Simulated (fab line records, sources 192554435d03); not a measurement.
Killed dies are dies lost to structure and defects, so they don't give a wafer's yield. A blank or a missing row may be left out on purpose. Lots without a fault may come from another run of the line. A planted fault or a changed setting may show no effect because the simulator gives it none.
Split-lot experiment | flow n5_finfet | 7 lots, 21 wafers read, on a route of 1938 steps

THE SPLIT
At N5_BEOL_M10_ETCH_41 (etches SiCN in CH3F/O2, target depth 42.6 nm, time 86 s), the setting source_w was moved away from the recipe's 395 W on 7 of the 21 wafers read, by -17.0% to +14.4%. The other wafers ran this setting at the recipe's value.

The reading is taken at the split's own step.

THE READING
rf_vpp_V, in V, at N5_BEOL_M10_ETCH_41 (etches SiCN in CH3F/O2, target depth 42.6 nm, time 86 s). Fault-free wafers of this fab line usually give 296.6 V, standard deviation 1.5 V.

wafer  | tool, chamber at the split | source_w as run, W | against the recipe | rf_vpp_V, V | against lot-mates on the recipe
L074.2 | rie_diel-05, 2             | 395                | recipe             | 296.7       | -
L074.3 | rie_diel-05, 0             | 395                | recipe             | 296.6       | -
L074.5 | rie_diel-05, 1             | 395                | recipe             | 295.7       | -
L077.2 | rie_diel-05, 3             | 395                | recipe             | 296.1       | -
L077.3 | rie_diel-05, 2             | 395                | recipe             | 297.6       | -
L077.5 | rie_diel-05, 3             | 395                | recipe             | 297.5       | -
L087.1 | rie_diel-01, 1             | 395                | recipe             | 297.5       | -
L087.2 | rie_diel-01, 0             | 395                | recipe             | 294.9       | -
L087.4 | rie_diel-01, 3             | 395                | recipe             | 296.5       | -
L088.1 | rie_diel-01, 2             | 327.8              | -17.0%             | 315.8       | no lot-mate on the recipe
L088.3 | rie_diel-01, 1             | 327.8              | -17.0%             | 318.7       | no lot-mate on the recipe
L088.5 | rie_diel-01, 2             | 327.8              | -17.0%             | 314.2       | no lot-mate on the recipe
L093.4 | rie_diel-01, 0             | 347.4              | -12.1%             | 310.4       | +14.9
L093.5 | rie_diel-01, 2             | 347.4              | -12.1%             | 309.6       | +14.1
L093.6 | rie_diel-01, 3             | 395                | recipe             | 295.5       | -
L095.2 | rie_diel-01, 2             | 451.7              | +14.4%             | 284.0       | -12.3
L095.3 | rie_diel-01, 3             | 395                | recipe             | 297.1       | -
L095.4 | rie_diel-01, 3             | 395                | recipe             | 295.5       | -
L096.1 | rie_diel-01, 0             | 444.7              | +12.6%             | 285.7       | -11.6
L096.2 | rie_diel-01, 3             | 395                | recipe             | 295.9       | -
L096.4 | rie_diel-01, 1             | 395                | recipe             | 298.6       | -

THE FIT
A straight line over all 21 wafers: rf_vpp_V changes by -1.06 V for each +1% of source_w; r = -0.99; the points scatter about the line by 1.5 V.
The same after taking each lot's own level away (the mean of its wafers on the recipe; 18 wafers): -1.03 V for each +1%; r = -0.98; scatter 1.2 V.
On that fit, the largest move of source_w shifts the reading by 17 V.
The lots' own levels span 295.50 to 297.25 V, that is 1.2 times the standard deviation above.
So the lot-to-lot level changes the slope little: the two slopes agree.
Check: with one of the wafers moved furthest among these (+14.4%) left out of the fit, the line predicts -15.4 V for it against its lot-mates. It came out at -12.3 V against them.
Tool readings at the split's step, against how far the setting was moved: rf_vpp_V r = -0.99.

OTHER SPLITS ON THESE WAFERS
These wafers also went through other splits before the reading. Each is held against what the fit with the lots' levels taken away leaves over:
other split on the same wafers | wafers away from the commonest value | r with rf_vpp_V (lot level and that fit taken away)
N5_BEOL_M3_EXPOSE_08 dose_mj   | 8                                    | -0.10
N5_BEOL_M4_PECVD_72 time_s     | 3                                    | -0.18
N5_BEOL_M5_COAT_60 spin_rpm    | 6                                    | +0.36
N5_BEOL_M5_ETCH_72 bias_w      | 2                                    | -0.05
N5_BEOL_M5_SPUTTER_48 time_s   | 9                                    | +0.06
N5_BEOL_M7_ETCH_41 source_w    | 5                                    | -0.06
N5_BEOL_M8_ALD_77 ald_cycles   | 9                                    | +0.10
N5_BEOL_M10_ILD_DEP_00 time_s  | 9                                    | +0.46

THE FILE'S OWN FIT
rf_vpp_V changes by -0.973 V for each +1% of source_w, r = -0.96.
